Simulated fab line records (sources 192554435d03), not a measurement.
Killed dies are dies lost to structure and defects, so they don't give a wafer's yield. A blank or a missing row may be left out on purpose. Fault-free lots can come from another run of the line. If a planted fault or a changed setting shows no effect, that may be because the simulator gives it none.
Matching of chambers ; flow n5-finfet ; 4 sister chambers for N5_FIN_SAQP_ETCH_57 on rie-diel-05
The step etches SiNx in CH3F/O2, target depth 32.5 nm, time 46.4 s. 8 wafers are shown with their chamber, then 8 later ones without.

## WAFERS, EACH WITH ITS CHAMBER
wafer;chamber;drypump-motor-current-A (A);throttle-valve-pct (%)
L079.5;0;5.5;16.54
L085.2;2;4.9;16.04
L086.2;0;5.5;16.57
L086.5;2;4.9;16.05
L091.1;3;5.5;16.05
L091.2;1;6.2;16.41
L091.6;1;6.2;16.43
L092.1;3;5.4;16.07

## WAFERS WHOSE CHAMBER IS MISSING
wafer;drypump-motor-current-A (A);throttle-valve-pct (%)
L092.3;4.9;16.07
L092.4;5.5;16.60
L096.2;4.9;16.08
L096.4;6.2;16.45
L096.5;6.2;16.44
L097.1;5.5;16.61
L097.3;4.9;16.08
L097.5;6.2;16.46

## CHAMBER TAKEN BY EACH
wafer;from the rows above;in truth
L092.3;2;2
L092.4;0;0
L096.2;2;2
L096.4;1;1
L096.5;1;1
L097.1;0;0
L097.3;2;2
L097.5;1;1
Correct placement for 8 of the 8. Left unplaced by these rows: 0. 0 placed wrongly.
How it was worked out, from the rows above alone: a wafer's distance from a chamber is the root of the sum, over the readings, of the square of ((its reading less the chamber's mean) divided by the reading's scatter). The wafer belongs to the nearest chamber; if the next one is less than 2 further off, it can't be placed. For every chamber, the mean is computed from those of its wafers that are shown. How the scatter is found: for the shown wafers, subtract from each reading the mean of its chamber, square and add these, divide the total by (wafers less chambers), then take the root.
